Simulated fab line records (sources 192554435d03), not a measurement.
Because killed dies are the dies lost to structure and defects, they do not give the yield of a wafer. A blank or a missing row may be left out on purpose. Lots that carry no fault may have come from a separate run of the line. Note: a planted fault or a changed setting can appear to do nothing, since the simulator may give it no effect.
fab line records    flow n5Finfet    part 1 of 2: steps 1 to 7 of 8
record lots=7  wafers=21  lastDay=18
route steps=1938 shown BEOL_M4@1111 BEOL_M6@1231 BEOL_M7@1265 BEOL_M15@1830 PASSIVATION@1936
lots untouched by any fault: they come from a run of this same line in which no faults occurred
startH: the number of hours between the record's first day and the start of the first shown wafer of the lot    waitH: how many hours have passed since the lot's step before this one    " unchanged from the row above    L1.1+2: a single row standing in for several wafers    - either no value or no given start    * or withheld: withheld    < > ~ a bound
route shown NAME@n: a module of which the file shows steps, and the number in the route of the first    usual: mean and standard deviation over wafers with no fault    same: alike in all rows    chamber/n: place in a boat    sites: the reading at each site    _std_site: the standard deviation of these    _edge_site: mean of outer sites minus mean of inner sites    radiusMm: for every site, how far away it sits from the centre of the wafer    mask NAME#n: copy n    behind: the tool/chamber that last shaped the wafer    hold: the reason the lot was held/the length of the hold in hours/how it ended    device: names the non-switching transistor (n, p or np)    end of line: tests run on the same wafers once the route is complete    where a step has no rows: the recipe by itself    killed: count of dies lost to structure and defects at first sort (not the wafer's yield)    map: a wafer's dies, x killed, . not, _ none there
set.NAME: the setting the step ran with; set.NAME@STEP: the setting that earlier step ran with    model.NAME: the simulator's own value behind a step, which no gauge read
the route's steps for a sample of lots (tables are steps, rows are wafers)
services: when a tool's chamber went out of use (startH, in hours from the record's first day, below 0 if earlier), for how many hours, and the reason
## steps
# step N5_BEOL_M4_RC_MEAS_101
# usual DIBL_N=36.4/2  DIBL_P=36.1/2.5  IOFF_N=0.16/0.037  IOFF_P=0.20/0.038  ION_N=670/13  ION_P=459/8.3  SS_N=71.6/0.69  SS_P=73.3/0.72  VT_N=250/3.4  VT_P=-251/3.1
lot.wafer  tool       chamber  startH  waitH  DIBL_N[mV/V]  DIBL_P[mV/V]  IOFF_N[nA/um]  IOFF_P[nA/um]  ION_N[uA/um]  ION_P[uA/um]  SS_N[mV/dec]  SS_P[mV/dec]  VT_N[mV]  VT_P[mV]
L221.2     prober-02  0        177.38  0.2    39.1          41.0          0.19           0.25           673           457           72.4          73.9          251       -250
L221.5     "          0        "       "      42.8          44.9          0.27           0.32           691           466           72.8          75.0          246       -248
L221.6     "          0        "       "      39.8          39.7          0.20           0.21           665           449           72.5          73.8          248       -252
L233.1     prober-02  0        246.57  0.0    37.7          38.4          0.18           0.23           671           461           72.4          74.0          248       -251
L233.2     "          0        "       "      35.0          33.9          0.12           0.15           655           442           71.9          73.1          255       -257
L233.3     "          0        "       "      37.6          37.8          0.18           0.21           673           456           72.0          74.1          250       -252
L237.3     prober-02  0        271.31  0.3    37.8          36.1          0.15           0.22           676           467           72.1          73.2          249       -249
L237.4     "          0        "       "      38.4          36.1          0.17           0.22           679           465           72.0          73.1          250       -248
L237.6     "          0        "       "      37.0          35.6          0.15           0.22           685           476           71.7          73.2          249       -250
L236.2     prober-01  0        279.39  0.2    38.5          37.5          0.20           0.24           675           458           72.3          73.6          247       -248
L236.3     "          0        "       "      34.5          32.4          0.12           0.15           657           453           70.6          73.1          256       -257
L236.5     "          0        "       "      37.0          36.0          0.15           0.21           662           451           71.0          73.9          250       -251
L239.1     prober-02  0        279.45  0.0    39.0          40.1          0.21           0.25           684           464           72.2          73.8          248       -249
L239.4     "          0        "       "      34.5          34.5          0.12           0.16           657           454           71.0          72.7          255       -255
L239.6     "          0        "       "      33.6          33.7          0.11           0.15           654           450           71.1          72.6          255       -254
L242.2     prober-01  0        304.50  0.2    36.7          36.9          0.18           0.19           676           455           71.4          74.0          246       -254
L242.3     "          0        "       "      37.6          36.4          0.17           0.18           668           445           71.6          73.9          247       -255
L242.5     "          0        "       "      35.3          34.9          0.13           0.17           651           452           70.8          72.3          251       -256
L243.2     prober-01  0        313.67  0.2    36.2          36.3          0.15           0.22           688           473           71.5          73.5          248       -250
L243.4     "          0        "       "      37.2          37.4          0.18           0.22           674           459           72.4          74.0          249       -252
L243.5     "          0        "       "      38.3          38.5          0.20           0.26           703           484           71.7          73.7          243       -248
# step N5_BEOL_M6_ETCH_72
# recipe chemistry=N2/H2  target=underlayer  targetDepthA=65  maskMaterial=CAR-EUV  timeS=5.2  ionEnergyEv=200  pressureMtorr=30  sourceW=840  biasW=150  n2FlowSccm=200  h2FlowSccm=200  ends=cleared
# usual drypumpMotorCurrentA=5.7/0.37  etchRfOnTimeS=5.33/0.15  h2FlowSccm=200.0/0.6  oesProductAu=0.68/0.086  rfVppV=524/3.1  showerheadPlenumPTorr=2.54/0.11  throttleValvePct=17.81/0.27
lot.wafer  tool        chamber  startH  waitH  drypumpMotorCurrentA  etchRfOnTimeS  h2FlowSccm  oesProductAu  rfHoursCounterH  rfVppV  showerheadPlenumPTorr  throttleValvePct
L221.2     rieDiel-05  1        193.02  0.0    6.2                   5.35           199.7       0.63          161              526     2.64                   17.89
L221.5     "           1        "       "      6.2                   5.39           199.1       0.64          -                526     2.64                   17.88
L221.6     "           2        "       "      5.5                   5.48           200.7       0.60          -                518     2.32                   17.76
L233.1     rieDiel-02  0        265.61  0.0    6.1                   5.35           201.1       0.56          246              518     2.41                   17.86
L233.2     "           3        "       "      6.6                   5.52           200.0       0.56          238              521     2.51                   17.88
L233.3     "           2        "       "      5.6                   5.28           200.7       0.78          13               523     2.51                   17.74
L237.3     rieDiel-05  3        287.91  0.0    5.6                   4.90           199.8       0.75          53               520     2.48                   18.12
L237.4     "           1        "       "      6.2                   5.39           199.7       0.61          195              526     2.62                   17.96
L237.6     "           2        "       "      5.5                   5.42           201.2       0.59          -                517     2.31                   17.79
L239.1     rieDiel-04  1        297.09  0.0    5.5                   5.30           200.1       0.57          246              526     2.62                   17.78
L239.4     "           0        "       "      5.6                   5.32           199.8       0.68          99               528     2.70                   18.01
L239.6     "           0        "       "      5.6                   5.36           199.8       0.66          -                528     2.70                   18.01
L236.2     rieDiel-04  1        298.86  0.0    5.5                   5.25           200.4       0.58          247              526     2.61                   17.76
L236.3     "           0        "       "      5.6                   5.23           200.4       0.67          100              530     2.70                   18.02
L236.5     "           2        "       "      5.3                   5.46           200.5       0.78          -                520     2.51                   17.96
L242.2     rieDiel-04  2        322.25  0.0    5.3                   5.46           198.7       0.76          30               522     2.51                   17.99
L242.3     "           1        "       "      5.5                   5.13           200.4       0.84          0                525     2.61                   17.40
L242.5     "           2        "       "      5.3                   5.48           199.3       0.76          -                523     2.51                   17.99
L243.2     rieDiel-04  2        329.28  0.0    5.3                   5.53           200.4       0.76          32               521     2.50                   18.00
L243.4     "           2        "       "      5.3                   5.46           200.3       0.77          -                523     2.50                   18.00
L243.5     "           1        "       "      5.5                   5.18           200.4       0.81          -                525     2.61                   17.41
# step N5_BEOL_M6_OCD_MEAS_38
# usual trenchDepthNm=93.0/1.9
lot.wafer  tool    chamber  startH  waitH  trenchDepthNm
L221.2     ocd-01  -        193.42  -      93.1
L221.5     "       -        "       "      91.9
L221.6     "       -        "       "      90.9
L233.1     ocd-02  -        266.00  -      90.8
L233.2     "       -        "       "      89.2
L233.3     "       -        "       "      93.2
L237.3     ocd-02  -        288.30  -      97.8
L237.4     "       -        "       "      93.0
L237.6     "       -        "       "      93.0
L239.1     ocd-02  -        297.48  -      93.4
L239.4     "       -        "       "      93.9
L239.6     "       -        "       "      94.5
L236.2     ocd-01  -        299.26  -      91.6
L236.3     "       -        "       "      93.1
L236.5     "       -        "       "      90.0
L242.2     ocd-01  -        322.64  -      90.9
L242.3     "       -        "       "      94.2
L242.5     "       -        "       "      91.0
L243.2     ocd-01  -        329.67  -      90.5
L243.4     "       -        "       "      91.2
L243.5     "       -        "       "      95.0
# step N5_BEOL_M6_ANNEAL_51
# recipe tempC=225  timeS=90  ambient=N2
# usual annealTempC=225.00/0.16  annealTempCMax=225.90/0.24  wafer_temp_C_max=226.05/0.23
lot.wafer  tool          chamber  startH  waitH  annealTempC  annealTempCMax  wafer_temp_C_max
L221.2     rtpAnneal-02  0        195.31  0.1    225.33       226.42          226.22
L221.5     "             0        "       "      225.17       226.37          226.24
L221.6     "             0        "       "      225.59       226.87          226.20
L233.1     rtpAnneal-01  0        269.07  1.3    224.78       225.42          225.93
L233.2     "             0        "       "      224.93       225.54          225.69
L233.3     "             0        "       "      224.85       225.49          225.97
L237.3     rtpAnneal-01  -        290.29  0.2    -            -               -
L237.4     "             -        "       "      -            -               -
L237.6     "             -        "       "      -            -               -
L239.1     rtpAnneal-02  -        300.25  0.1    -            -               -
L239.4     "             -        "       "      -            -               -
L239.6     "             -        "       "      -            -               -
L236.2     rtpAnneal-02  -        301.29  0.3    -            -               -
L236.3     "             -        "       "      -            -               -
L236.5     "             -        "       "      -            -               -
L242.2     rtpAnneal-02  0        324.44  0.3    224.83       225.78          225.95
L242.3     "             0        "       "      225.21       226.20          226.29
L242.5     "             0        "       "      224.96       225.90          226.61
L243.2     rtpAnneal-01  0        331.33  0.1    225.01       225.83          226.09
L243.4     "             0        "       "      225.05       225.82          226.02
L243.5     "             0        "       "      224.82       225.37          226.01
# step N5_BEOL_M6_CMP_52
# recipe stopOn=SiCOH_lowk  tOverpolishS=6.9  downForcePsi=1  platenRpm=50  clearingPlatenDownForcePsi=1.5  clearingPlatenRpm=50  postCmpClean=cuAlkaline  targetThkNm=80  clearingPlatenPadVelocityMS=0.99484  padVelocityMS=0.99484
# usual barrierFieldEndpointS=28.8/0.89  headPressurePsi=0.9999/0.0019  motorCurrentA=6.1/0.75  overpolishRunS=6.901/0.0087  timeToEndpointS=61/4.3
lot.wafer  tool    chamber  startH  waitH  barrierFieldEndpointS  headPressurePsi  motorCurrentA  overpolishRunS  timeToEndpointS
L221.2     cmp-01  0        195.85  0.5    29.4                   0.9981           7.1            6.907           67
L221.5     "       1        "       "      27.5                   0.9961           5.4            6.912           55
L221.6     "       2        "       "      27.7                   0.9989           5.4            6.895           59
L233.3     cmp-02  0        269.63  0.3    29.6                   0.9975           5.6            6.901           66
L233.2     "       2        "       "      29.1                   0.9999           4.7            6.892           65
L233.1     "       3        "       "      29.0                   0.9983           6.3            6.901           64
L237.3     cmp-02  0        290.82  0.4    35.0                   0.9968           5.5            6.909           80
L237.4     "       1        "       "      34.7                   0.9957           6.9            6.885           80
L237.6     "       0        "       "      35.4                   0.9986           5.4            6.913           80
L239.1     cmp-03  1        300.58  0.3    34.3                   1.0016           6.7            6.912           82
L239.4     "       3        "       "      33.8                   1.0005           5.8            6.879           82
L239.6     "       0        "       "      34.1                   0.9994           6.0            6.903           81
L236.3     cmp-01  0        301.60  0.2    35.8                   0.9986           6.9            6.906           81
L236.2     "       2        "       "      34.0                   1.0010           5.4            6.885           81
L236.5     "       3        "       "      34.5                   0.9968           6.5            6.914           79
L242.3     cmp-02  3        324.69  0.2    26.9                   0.9981           6.2            6.911           60
L242.2     "       2        "       "      27.5                   1.0011           4.7            6.907           58
L242.5     "       0        "       "      28.3                   1.0007           5.6            6.908           63
L243.4     cmp-01  2        331.72  0.3    27.9                   0.9997           5.5            6.914           58
L243.2     "       3        "       "      29.7                   0.9993           6.6            6.905           65
L243.5     "       1        "       "      27.7                   1.0007           5.1            6.882           57
# step N5_BEOL_M7_THK_MEAS_01
# recipe reads=SiCOH_lowk_of_BEOL_M7_ILD_DEP_00
# usual M7_ILD_THK=154.9/2.3
lot.wafer  tool          chamber  startH  waitH  M7_ILD_THK[nm]
L221.2     filmMetro-01  -        196.81  0.4    157.5
L221.5     "             -        "       "      158.6
L221.6     "             -        "       "      155.0
L233.1     filmMetro-02  -        270.72  0.4    152.6
L233.2     "             -        "       "      153.2
L233.3     "             -        "       "      156.4
L237.3     filmMetro-02  -        291.93  0.3    156.3
L237.4     "             -        "       "      156.9
L237.6     "             -        "       "      160.1
L239.1     filmMetro-02  -        301.61  0.4    156.8
L239.4     "             -        "       "      155.6
L239.6     "             -        "       "      154.6
L236.2     filmMetro-01  -        302.62  0.4    156.3
L236.3     "             -        "       "      153.6
L236.5     "             -        "       "      157.0
L242.2     filmMetro-02  -        325.78  0.4    150.2
L242.3     "             -        "       "      151.4
L242.5     "             -        "       "      150.3
L243.2     filmMetro-01  -        333.22  0.7    153.6
L243.4     "             -        "       "      159.9
L243.5     "             -        "       "      156.9
# step N5_BEOL_M15_RC_MEAS_101
# usual COMB_M10=1.4e-11/2.9e-12  COMB_M11=1.5e-11/3.3e-12  COMB_M12=6.4e-12/1.4e-12  COMB_M13=4.9e-12/1.1e-12  COMB_M14=3.6e-12/1e-12  COMB_M15=2.4e-12/7.4e-13  COMB_M5=3.6e-11/7.6e-12  COMB_M6=2.5e-11/5.3e-12  COMB_M6_max_site=3.6e-11/8.4e-12  COMB_M7=2.6e-11/5.2e-12  COMB_M8=2.7e-11/5e-12  COMB_M9=1.4e-11/3.5e-12  SERP_M10=3.20/0.11  SERP_M11=3.09/0.11  SERP_M12=0.629/0.018  SERP_M13=0.307/0.0081  SERP_M14=0.163/0.0073  SERP_M5=39.9/2.4  SERP_M6=14.3/0.69  SERP_M7=14.0/0.69  SERP_M8=14.3/0.76  SERP_M9=3.09/0.097
lot.wafer  tool       chamber  startH  waitH  COMB_M10[S/m]  COMB_M11[S/m]  COMB_M12[S/m]  COMB_M13[S/m]  COMB_M14[S/m]  COMB_M15[S/m]  COMB_M5[S/m]  COMB_M6[S/m]  COMB_M6_max_site[S/m]  COMB_M7[S/m]  COMB_M8[S/m]  COMB_M9[S/m]  SERP_M10[ohm/um]  SERP_M11[ohm/um]  SERP_M12[ohm/um]  SERP_M13[ohm/um]  SERP_M14[ohm/um]  SERP_M5[ohm/um]  SERP_M6[ohm/um]  SERP_M7[ohm/um]  SERP_M8[ohm/um]  SERP_M9[ohm/um]
L221.2     prober-01  0        263.28  0.2    1.47e-11       1.3e-11        6.1e-12        6.6e-12        2.7e-12        2.2e-12        3.1e-11       2.1e-11       3.8e-11                2.3e-11       2.7e-11       1.3e-11       3.16              3.10              0.634             0.313             0.163             36.6             13.9             14.4             13.4             3.08
L221.5     "          0        "       "      1.79e-11       1e-11          4.3e-12        5.8e-12        3.2e-12        2.2e-12        4.1e-11       2.5e-11       3.5e-11                2.8e-11       2.6e-11       1.1e-11       3.07              3.12              0.646             0.306             0.166             38.9             13.7             13.4             13.8             3.17
L221.6     "          0        "       "      1.29e-11       1.2e-11        7.6e-12        5.1e-12        3.4e-12        1.5e-12        3e-11         2.8e-11       4e-11                  2.4e-11       2.2e-11       1.1e-11       3.18              2.97              0.646             0.320             0.165             38.0             14.4             14.1             13.7             3.04
L233.1     prober-01  0        333.85  0.6    1.17e-11       1.7e-11        4.9e-12        4.4e-12        3.8e-12        1.8e-12        3.8e-11       2.4e-11       4.3e-11                1.7e-11       2.2e-11       1.1e-11       3.08              3.05              0.620             0.301             0.170             35.5             14.7             14.9             14.6             3.08
L233.2     "          0        "       "      1.29e-11       1.1e-11        4.6e-12        3.9e-12        3.2e-12        1.8e-12        4.4e-11       3.2e-11       4e-11                  3e-11         2.6e-11       1.4e-11       3.23              3.02              0.624             0.306             0.152             37.0             16.2             13.9             13.6             3.00
L233.3     "          0        "       "      1.25e-11       1.5e-11        5.2e-12        3.8e-12        3.7e-12        2.5e-12        3.4e-11       2.9e-11       4.5e-11                2.1e-11       2.3e-11       1.3e-11       3.07              3.11              0.621             0.296             0.169             36.7             14.0             13.8             14.7             3.09
L237.3     prober-01  0        355.87  0.3    8.6e-12        1.5e-11        6.5e-12        4.7e-12        2.5e-12        3e-12          3.4e-11       1.8e-11       ~0.0014286             2.3e-11       2.1e-11       1.6e-11       3.30              3.07              0.638             0.303             0.147             39.4             12.9             14.7             14.2             3.14
L237.4     "          0        "       "      1.43e-11       1.1e-11        5.6e-12        5e-12          2.9e-12        2.5e-12        4.3e-11       2.4e-11       ~0.0014286             1.9e-11       2.2e-11       1.3e-11       3.07              3.30              0.623             0.301             0.166             45.3             14.1             14.0             13.3             3.13
L237.6     "          0        "       "      1.35e-11       1.4e-11        9.5e-12        6.2e-12        2.1e-12        2.8e-12        4.6e-11       1.9e-11       ~0.0014286             2.3e-11       2.3e-11       2.4e-11       3.17              2.99              0.616             0.312             0.147             39.4             13.9             13.9             14.4             2.92
L239.1     prober-01  0        370.49  0.0    1.4e-11        1.6e-11        7.9e-12        4.2e-12        3.4e-12        1.7e-12        3.2e-11       3.5e-11       ~0.0014286             1.6e-11       3e-11         1.8e-11       3.20              3.09              0.629             0.307             0.150             40.9             14.2             14.3             13.4             3.21
L239.4     "          0        "       "      1.71e-11       1.5e-11        5.6e-12        5e-12          3.2e-12        2.6e-12        3.7e-11       3.7e-11       5.1e-11                2e-11         2.5e-11       1.8e-11       3.27              3.02              0.614             0.313             0.153             43.5             13.8             13.5             13.4             2.98
L239.6     "          0        "       "      1.37e-11       2.1e-11        4.1e-12        4.7e-12        3e-12          1.6e-12        2.8e-11       ~0.0014286    ~0.0014286             2.2e-11       2.4e-11       1.2e-11       3.37              3.10              0.635             0.313             0.148             41.8             14.8             15.0             13.7             3.09
L236.2     prober-02  0        371.00  0.2    1.15e-11       2.4e-11        6.4e-12        6.9e-12        3.7e-12        2e-12          4.4e-11       2.6e-11       ~0.0014286             2.7e-11       3.8e-11       1.6e-11       3.22              3.05              0.641             0.326             0.166             42.6             14.5             15.4             14.1             3.02
L236.3     "          0        "       "      2.31e-11       1.7e-11        6.4e-12        3.5e-12        4.1e-12        2.3e-12        5.1e-11       ~0.0014286    ~0.0014286             2.5e-11       3.3e-11       1.5e-11       3.13              3.08              0.597             0.310             0.164             40.5             14.4             14.1             13.9             2.95
L236.5     "          0        "       "      1.91e-11       1.6e-11        7.8e-12        6.5e-12        5.5e-12        2e-12          3.1e-11       ~0.0014286    ~0.0014286             1.8e-11       3.1e-11       1.3e-11       3.12              3.06              0.659             0.318             0.167             39.2             14.6             14.8             14.5             2.97
L242.2     prober-01  0        402.62  0.2    9.9e-12        1.2e-11        7.2e-12        2.9e-12        2.9e-12        1.9e-12        3.7e-11       3.3e-11       4.2e-11                1.7e-11       2.2e-11       1.9e-11       3.15              3.03              0.638             0.311             0.164             39.9             15.3             13.6             13.4             2.86
L242.3     "          0        "       "      1.11e-11       1.1e-11        5e-12          4.9e-12        3.2e-12        1.5e-12        3.7e-11       2.8e-11       3.6e-11                3.3e-11       2.2e-11       1.5e-11       3.02              3.05              0.653             0.307             0.171             40.4             13.8             14.2             14.0             2.96
L242.5     "          0        "       "      1.13e-11       1.8e-11        4.3e-12        4.6e-12        3.2e-12        2.2e-12        4.4e-11       2.8e-11       4.1e-11                2.7e-11       2.1e-11       2e-11         3.29              3.14              0.660             0.309             0.170             38.4             13.7             14.1             14.9             2.99
L243.2     prober-01  0        403.78  0.2    1.67e-11       2e-11          6.9e-12        3.7e-12        2.7e-12        1.6e-12        2.8e-11       3.3e-11       4.7e-11                2.3e-11       2.4e-11       1.4e-11       3.21              3.07              0.644             0.296             0.161             41.3             15.3             13.9             13.7             3.19
L243.4     "          0        "       "      2.04e-11       2.2e-11        5.2e-12        4.2e-12        3.5e-12        2.9e-12        3.3e-11       3e-11         3.8e-11                2.7e-11       2.8e-11       1.8e-11       3.13              3.17              0.665             0.310             0.165             41.0             14.0             16.1             14.0             3.16
L243.5     "          0        "       "      1.59e-11       1.1e-11        7.5e-12        4.8e-12        4.7e-12        2.5e-12        3e-11         2.5e-11       3e-11                  2.2e-11       3.6e-11       1.2e-11       3.05              2.99              0.604             0.302             0.170             40.4             13.4             13.7             13.6             3.13
# sites COMB_M6 radiusMm=0,75,75,75,75,140,140,140,140
L221.2 1.9e-11 1.8e-11 3e-11 3.1e-11 2.6e-11 2.1e-11 3.8e-11 2.1e-11 1.6e-11
L233.1 2.2e-11 2.4e-11 2.9e-11 1.7e-11 2.6e-11 2.1e-11 2.9e-11 4.3e-11 2.1e-11
L242.2 3.3e-11 2.9e-11 3.4e-11 2.7e-11 2.9e-11 2.9e-11 3.5e-11 4.2e-11 3.4e-11
L243.2 3.5e-11 4e-11 2.9e-11 3.1e-11 4.3e-11 3.3e-11 3.3e-11 3e-11 4.7e-11
## key
firstSign step=N5_BEOL_M6_ANNEAL_51  reading=toolRecord  direction=missing
effect step=N5_BEOL_M6_CMP_52  reading=barrierFieldEndpointS  direction=up  sigmas=6.6  usual=28.8  struck=34.6
effect step=N5_BEOL_M15_RC_MEAS_101  reading=COMB_M6  direction=up  sigmas=99+  usual=2.5e-11  struck=~0.00047619  wafersMoved=3
effect step=N5_PASSIVATION_PROBE_49  reading=killed_at_M4_up  direction=up  sigmas=77  usual=13  struck=408
moreKillsBornAt N5_BEOL_M6_CMP_52@cmp-03=1355  N5_BEOL_M6_CMP_52@cmp-02=1285  N5_BEOL_M6_CMP_52@cmp-01=910
metAt N5_BEOL_M6_ANNEAL_51
struckLots L236,L237,L239
notActingAt N5_BEOL_M6_ETCH_72,N5_BEOL_M6_OCD_MEAS_38,N5_BEOL_M7_THK_MEAS_01
onsetBetween 269.07 290.29
fault kind=skippedStepWhole  tool=rtpAnneal-01,rtpAnneal-02  chamber=-  onsetH=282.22  steps=N5_BEOL_M6_ANNEAL_51  scope=struckLotsOnly
